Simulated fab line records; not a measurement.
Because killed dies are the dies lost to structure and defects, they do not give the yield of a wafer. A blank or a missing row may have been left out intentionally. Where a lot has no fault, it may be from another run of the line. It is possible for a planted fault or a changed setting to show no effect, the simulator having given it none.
Matching of chambers || flow n5-finfet || N5_BEOL_M15_STRIP_36 on rie-diel-02 has 4 sister chambers
The step strips in O2. 18 wafers are shown with their chamber, then 9 later ones without.

== EACH WAFER AND ITS CHAMBER ==
{"wafer": "L074.1", "chamber": 2, "showerhead-plenum-p-Torr (Torr)": 1.93, "drypump-motor-current-A (A)": 6.0, "throttle-valve-pct (%)": 17.03}
{"wafer": "L074.2", "chamber": 3, "showerhead-plenum-p-Torr (Torr)": 2.19, "drypump-motor-current-A (A)": 5.6, "throttle-valve-pct (%)": 16.56}
{"wafer": "L074.4", "chamber": 1, "showerhead-plenum-p-Torr (Torr)": 1.98, "drypump-motor-current-A (A)": 4.9, "throttle-valve-pct (%)": 16.45}
{"wafer": "L076.2", "chamber": 2, "showerhead-plenum-p-Torr (Torr)": 1.93, "drypump-motor-current-A (A)": 6.1, "throttle-valve-pct (%)": 17.02}
{"wafer": "L076.3", "chamber": 1, "showerhead-plenum-p-Torr (Torr)": 1.98, "drypump-motor-current-A (A)": 4.9, "throttle-valve-pct (%)": 16.42}
{"wafer": "L076.5", "chamber": 0, "showerhead-plenum-p-Torr (Torr)": 2.07, "drypump-motor-current-A (A)": 5.3, "throttle-valve-pct (%)": 16.88}
{"wafer": "L080.3", "chamber": 2, "showerhead-plenum-p-Torr (Torr)": 1.93, "drypump-motor-current-A (A)": 6.1, "throttle-valve-pct (%)": 17.04}
{"wafer": "L080.4", "chamber": 3, "showerhead-plenum-p-Torr (Torr)": 2.19, "drypump-motor-current-A (A)": 5.6, "throttle-valve-pct (%)": 16.58}
{"wafer": "L080.5", "chamber": 3, "showerhead-plenum-p-Torr (Torr)": 2.19, "drypump-motor-current-A (A)": 5.6, "throttle-valve-pct (%)": 16.60}
{"wafer": "L082.3", "chamber": 1, "showerhead-plenum-p-Torr (Torr)": 1.98, "drypump-motor-current-A (A)": 4.9, "throttle-valve-pct (%)": 16.45}
{"wafer": "L082.4", "chamber": 2, "showerhead-plenum-p-Torr (Torr)": 1.93, "drypump-motor-current-A (A)": 6.1, "throttle-valve-pct (%)": 17.05}
{"wafer": "L082.6", "chamber": 3, "showerhead-plenum-p-Torr (Torr)": 2.19, "drypump-motor-current-A (A)": 5.6, "throttle-valve-pct (%)": 16.58}
{"wafer": "L084.2", "chamber": 2, "showerhead-plenum-p-Torr (Torr)": 1.93, "drypump-motor-current-A (A)": 6.1, "throttle-valve-pct (%)": 17.04}
{"wafer": "L084.5", "chamber": 0, "showerhead-plenum-p-Torr (Torr)": 2.06, "drypump-motor-current-A (A)": 5.3, "throttle-valve-pct (%)": 16.89}
{"wafer": "L084.6", "chamber": 3, "showerhead-plenum-p-Torr (Torr)": 2.19, "drypump-motor-current-A (A)": 5.6, "throttle-valve-pct (%)": 16.59}
{"wafer": "L089.1", "chamber": 2, "showerhead-plenum-p-Torr (Torr)": 1.93, "drypump-motor-current-A (A)": 6.1, "throttle-valve-pct (%)": 17.06}
{"wafer": "L089.3", "chamber": 0, "showerhead-plenum-p-Torr (Torr)": 2.06, "drypump-motor-current-A (A)": 5.3, "throttle-valve-pct (%)": 16.93}
{"wafer": "L089.4", "chamber": 2, "showerhead-plenum-p-Torr (Torr)": 1.93, "drypump-motor-current-A (A)": 6.1, "throttle-valve-pct (%)": 17.08}

SIGNATURES, as means of the wafers listed above
{"reading": "showerhead-plenum-p-Torr", "chamber 0": 2.0633, "chamber 1": 1.9800, "chamber 2": 1.9300, "chamber 3": 2.1900, "scatter within a chamber": 0.00218}
{"reading": "drypump-motor-current-A", "chamber 0": 5.300, "chamber 1": 4.900, "chamber 2": 6.086, "chamber 3": 5.600, "scatter within a chamber": 0.0247}
{"reading": "throttle-valve-pct", "chamber 0": 16.9000, "chamber 1": 16.4400, "chamber 2": 17.0457, "chamber 3": 16.5820, "scatter within a chamber": 0.0194}
Rule: a wafer's distance from a chamber is the root of the sum, over the readings, of the square of ((its reading less the chamber's mean) divided by the reading's scatter). If the next closest chamber is less than 2 further off than the closest, the wafer can't be placed; otherwise it belongs to the closest. The scatter is the square root of a quotient: the sum, over the shown wafers, of each reading's squared deviation from its chamber's mean, divided by wafers minus chambers.

== WAFERS WITHOUT THEIR CHAMBER ==
{"wafer": "L086.1", "showerhead-plenum-p-Torr (Torr)": 2.18, "drypump-motor-current-A (A)": 5.6, "throttle-valve-pct (%)": 16.60}
{"wafer": "L086.3", "showerhead-plenum-p-Torr (Torr)": 2.06, "drypump-motor-current-A (A)": 5.3, "throttle-valve-pct (%)": 16.93}
{"wafer": "L086.4", "showerhead-plenum-p-Torr (Torr)": 2.06, "drypump-motor-current-A (A)": 5.3, "throttle-valve-pct (%)": 16.92}
{"wafer": "L097.3", "showerhead-plenum-p-Torr (Torr)": 1.92, "drypump-motor-current-A (A)": 6.0, "throttle-valve-pct (%)": 17.12}
{"wafer": "L097.4", "showerhead-plenum-p-Torr (Torr)": 2.23, "drypump-motor-current-A (A)": 4.9, "throttle-valve-pct (%)": 16.04}
{"wafer": "L097.6", "showerhead-plenum-p-Torr (Torr)": 2.18, "drypump-motor-current-A (A)": 5.6, "throttle-valve-pct (%)": 16.63}
{"wafer": "L095.1", "showerhead-plenum-p-Torr (Torr)": 2.05, "drypump-motor-current-A (A)": 5.3, "throttle-valve-pct (%)": 16.94}
{"wafer": "L095.3", "showerhead-plenum-p-Torr (Torr)": 1.92, "drypump-motor-current-A (A)": 6.0, "throttle-valve-pct (%)": 17.12}
{"wafer": "L095.4", "showerhead-plenum-p-Torr (Torr)": 2.17, "drypump-motor-current-A (A)": 5.6, "throttle-valve-pct (%)": 16.66}

== WHICH CHAMBER EACH ONE RAN IN ==
{"wafer": "L086.1", "from the rows above": 3, "in truth": 3}
{"wafer": "L086.3", "from the rows above": 0, "in truth": 0}
{"wafer": "L086.4", "from the rows above": 0, "in truth": 0}
{"wafer": "L097.3", "from the rows above": 2, "in truth": 2}
{"wafer": "L097.4", "from the rows above": 3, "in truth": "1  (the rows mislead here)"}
{"wafer": "L097.6", "from the rows above": 3, "in truth": 3}
{"wafer": "L095.1", "from the rows above": 0, "in truth": 0}
{"wafer": "L095.3", "from the rows above": 2, "in truth": 2}
{"wafer": "L095.4", "from the rows above": 3, "in truth": 3}
Correct placement for 8 of the 9. From these rows, 0 cannot be placed. Placed wrongly: 1.
